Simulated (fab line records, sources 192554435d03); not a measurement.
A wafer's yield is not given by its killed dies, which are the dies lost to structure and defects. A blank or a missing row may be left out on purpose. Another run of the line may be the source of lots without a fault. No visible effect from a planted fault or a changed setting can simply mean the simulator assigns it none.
Which tool was responsible? || flow n5_finfet || 27 wafers from 9 lots sampled at 5 of the route's 1938 steps

== WHAT EACH GAUGE READ, for each wafer ==
N5_BEOL_M4_RC_MEAS_101.
{"lot": "L286", "measured": "day 7 13:15", "on": "prober-01", "VT_N_LONG (mV)": "277.5 276.4 278.8"}
{"lot": "L289", "measured": "day 8 13:13", "on": "prober-02", "VT_N_LONG (mV)": "277.3 276.9 278.3"}
{"lot": "L290", "measured": "day 8 22:30", "on": "prober-01", "VT_N_LONG (mV)": "274.1 274.9 275.7"}
{"lot": "L292", "measured": "day 9 09:02", "on": "prober-01", "VT_N_LONG (mV)": "273.6 274.1 273.0"}
{"lot": "L294", "measured": "day 9 17:10", "on": "prober-01", "VT_N_LONG (mV)": "273.7 271.7 271.9"}
{"lot": "L295", "measured": "day 10 00:06", "on": "prober-01", "VT_N_LONG (mV)": "272.3 272.8 274.3"}
{"lot": "L296", "measured": "day 10 08:22", "on": "prober-01", "VT_N_LONG (mV)": "275.9 274.3 275.4"}
{"lot": "L304", "measured": "day 12 02:56", "on": "prober-01", "VT_N_LONG (mV)": "399.7 273.9 275.6"}
{"lot": "L306", "measured": "day 12 21:37", "on": "prober-01", "VT_N_LONG (mV)": "408.0 276.7 409.2"}

== EACH LOT AND THE TOOL THAT RAN IT (in order: tool; ch and the chambers of the sampled wafers; start) ==
{"lot": "L286", "N5_HKMG_FIN_CVD_62": "thermal_cvd_si-01 ch 0,2, day 4 03:32", "N5_BEOL_M4_ANNEAL_89": "pvd_sputter-01, day 7 10:34", "N5_BEOL_M4_SPUTTER_94": "pvd_sputter-01, day 7 11:08", "N5_BEOL_M4_ANNEAL_95": "pvd_sputter-01, day 7 11:13"}
{"lot": "L289", "N5_HKMG_FIN_CVD_62": "thermal_cvd_si-02 ch 0,1,2, day 4 23:41", "N5_BEOL_M4_ANNEAL_89": "pvd_sputter-03, day 8 11:10", "N5_BEOL_M4_SPUTTER_94": "pvd_sputter-03, day 8 11:45", "N5_BEOL_M4_ANNEAL_95": "pvd_sputter-03, day 8 11:50"}
{"lot": "L290", "N5_HKMG_FIN_CVD_62": "thermal_cvd_si-01 ch 1,2, day 5 01:22", "N5_BEOL_M4_ANNEAL_89": "pvd_sputter-01, day 8 20:27", "N5_BEOL_M4_SPUTTER_94": "pvd_sputter-01, day 8 21:02", "N5_BEOL_M4_ANNEAL_95": "pvd_sputter-01, day 8 21:07"}
{"lot": "L292", "N5_HKMG_FIN_CVD_62": "thermal_cvd_si-01 ch 0,1, day 5 18:06", "N5_BEOL_M4_ANNEAL_89": "pvd_sputter-01, day 9 07:08", "N5_BEOL_M4_SPUTTER_94": "pvd_sputter-01, day 9 07:43", "N5_BEOL_M4_ANNEAL_95": "pvd_sputter-01, day 9 07:48"}
{"lot": "L294", "N5_HKMG_FIN_CVD_62": "thermal_cvd_si-01 ch 0,1,2, day 6 04:17", "N5_BEOL_M4_ANNEAL_89": "pvd_sputter-01, day 9 14:54", "N5_BEOL_M4_SPUTTER_94": "pvd_sputter-01, day 9 15:29", "N5_BEOL_M4_ANNEAL_95": "pvd_sputter-01, day 9 15:34"}
{"lot": "L295", "N5_HKMG_FIN_CVD_62": "thermal_cvd_si-02 ch 0,1,2, day 6 06:33", "N5_BEOL_M4_ANNEAL_89": "pvd_sputter-03, day 9 22:10", "N5_BEOL_M4_SPUTTER_94": "pvd_sputter-03, day 9 22:45", "N5_BEOL_M4_ANNEAL_95": "pvd_sputter-03, day 9 22:50"}
{"lot": "L296", "N5_HKMG_FIN_CVD_62": "thermal_cvd_si-01 ch 0,1, day 6 17:14", "N5_BEOL_M4_ANNEAL_89": "pvd_sputter-01, day 10 06:16", "N5_BEOL_M4_SPUTTER_94": "pvd_sputter-01, day 10 06:50", "N5_BEOL_M4_ANNEAL_95": "pvd_sputter-01, day 10 06:55"}
{"lot": "L304", "N5_HKMG_FIN_CVD_62": "thermal_cvd_si-01 ch 0,1,2, day 8 12:51", "N5_BEOL_M4_ANNEAL_89": "pvd_sputter-01, day 12 00:52", "N5_BEOL_M4_SPUTTER_94": "pvd_sputter-01, day 12 01:27", "N5_BEOL_M4_ANNEAL_95": "pvd_sputter-01, day 12 01:32"}
{"lot": "L306", "N5_HKMG_FIN_CVD_62": "thermal_cvd_si-01 ch 0,1,2, day 9 05:35", "N5_BEOL_M4_ANNEAL_89": "pvd_sputter-02, day 12 19:32", "N5_BEOL_M4_SPUTTER_94": "pvd_sputter-02, day 12 20:07", "N5_BEOL_M4_ANNEAL_95": "pvd_sputter-02, day 12 20:12"}
- N5_HKMG_FIN_CVD_62: deposits a-Si from Si2H6, target thk 3 nm, time 20.8 s.
- N5_BEOL_M4_ANNEAL_89: time 240 s.
- N5_BEOL_M4_SPUTTER_94: material Cu, target thk 4.5 nm, time 8.29 s.
- N5_BEOL_M4_ANNEAL_95: time 240 s.

== THE ANSWER, worked out from the rows above alone ==
Rule: the lots themselves supply what counts as usual. The widest of any qualifying gaps counts: lots, ordered by their means at a reading, are off when they make up no more than a third of the lots, leave a main group of 4 or more, and stand apart from it by 3 or more times the standard deviation of that group's means. Not used: any main group whose means are identical at the precision the tables above print for the reading. A lot without any number at a reading at which 4 lots or more have one is off too. All remaining lots with rows at the step are treated as sound.
Off: L304, L306, seen at N5_BEOL_M4_RC_MEAS_101 (VT_N_LONG). The main group: mean 274.9 mV, standard deviation 1.9.
A tool fits if, at a process step before that reading, it ran every lot that is off, and no sound lot after the first of them. The gauges at N5_BEOL_M4_RC_MEAS_101 are tried like those tools. This does not decide it: 2 tools fit, namely thermal_cvd_si-01 at N5_HKMG_FIN_CVD_62 and prober-01 at N5_BEOL_M4_RC_MEAS_101.

== WHAT HAD BEEN PUT IN BY THE SIMULATOR ==
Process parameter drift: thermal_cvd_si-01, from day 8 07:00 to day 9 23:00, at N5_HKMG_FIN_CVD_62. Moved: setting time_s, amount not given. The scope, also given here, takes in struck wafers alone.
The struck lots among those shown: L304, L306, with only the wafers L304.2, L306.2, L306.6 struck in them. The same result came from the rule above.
